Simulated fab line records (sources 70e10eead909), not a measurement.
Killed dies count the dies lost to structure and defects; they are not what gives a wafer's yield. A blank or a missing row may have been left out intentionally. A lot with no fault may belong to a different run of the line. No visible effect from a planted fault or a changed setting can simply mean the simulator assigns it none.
Matching of chambers / flow nandHarc / rieDiel-09 running NHARC_HYBRID_BOND_ACTIVATE_00: 4 sister chambers
The step chemistry N2, time 60 s. 4 wafers are shown with their chamber, then 12 later ones without.

WAFERS PAIRED WITH THEIR CHAMBERS
wafer=L085.3; chamber=3; showerheadPlenumPTorr (Torr)=1.65
wafer=L092.1; chamber=0; showerheadPlenumPTorr (Torr)=1.69
wafer=L092.3; chamber=1; showerheadPlenumPTorr (Torr)=1.78
wafer=L092.4; chamber=2; showerheadPlenumPTorr (Torr)=1.72

WAFERS MISSING THEIR CHAMBER
wafer=L091.1; showerheadPlenumPTorr (Torr)=1.72
wafer=L091.2; showerheadPlenumPTorr (Torr)=1.65
wafer=L091.3; showerheadPlenumPTorr (Torr)=1.78
wafer=L095.3; showerheadPlenumPTorr (Torr)=1.64
wafer=L095.4; showerheadPlenumPTorr (Torr)=1.78
wafer=L095.6; showerheadPlenumPTorr (Torr)=1.78
wafer=L097.2; showerheadPlenumPTorr (Torr)=1.78
wafer=L097.5; showerheadPlenumPTorr (Torr)=1.78
wafer=L097.6; showerheadPlenumPTorr (Torr)=1.64
wafer=L096.1; showerheadPlenumPTorr (Torr)=1.69
wafer=L096.2; showerheadPlenumPTorr (Torr)=1.64
wafer=L096.6; showerheadPlenumPTorr (Torr)=1.69

CHAMBER TAKEN BY EACH
wafer=L091.1; from the rows above=2; in truth=2
wafer=L091.2; from the rows above=3; in truth=3
wafer=L091.3; from the rows above=1; in truth=1
wafer=L095.3; from the rows above=3; in truth=3
wafer=L095.4; from the rows above=1; in truth=1
wafer=L095.6; from the rows above=1; in truth=1
wafer=L097.2; from the rows above=1; in truth=1
wafer=L097.5; from the rows above=1; in truth=1
wafer=L097.6; from the rows above=3; in truth=3
wafer=L096.1; from the rows above=0; in truth=0
wafer=L096.2; from the rows above=3; in truth=3
wafer=L096.6; from the rows above=0; in truth=0
12 of 12 placed correctly. From these rows, 0 cannot be placed. Wrongly placed: 0.
How it was worked out, from the rows above alone: a wafer's distance from a chamber is the root of the sum, over the readings, of the square of ((its reading less the chamber's mean) divided by the reading's scatter). The wafer belongs to the nearest chamber; if the next one is less than 2 further off, it can't be placed. A chamber's mean is the mean of its shown wafers. The scatter: root of mean squared gap, hidden wafer to nearest shown wafer, with one shown wafer a chamber.
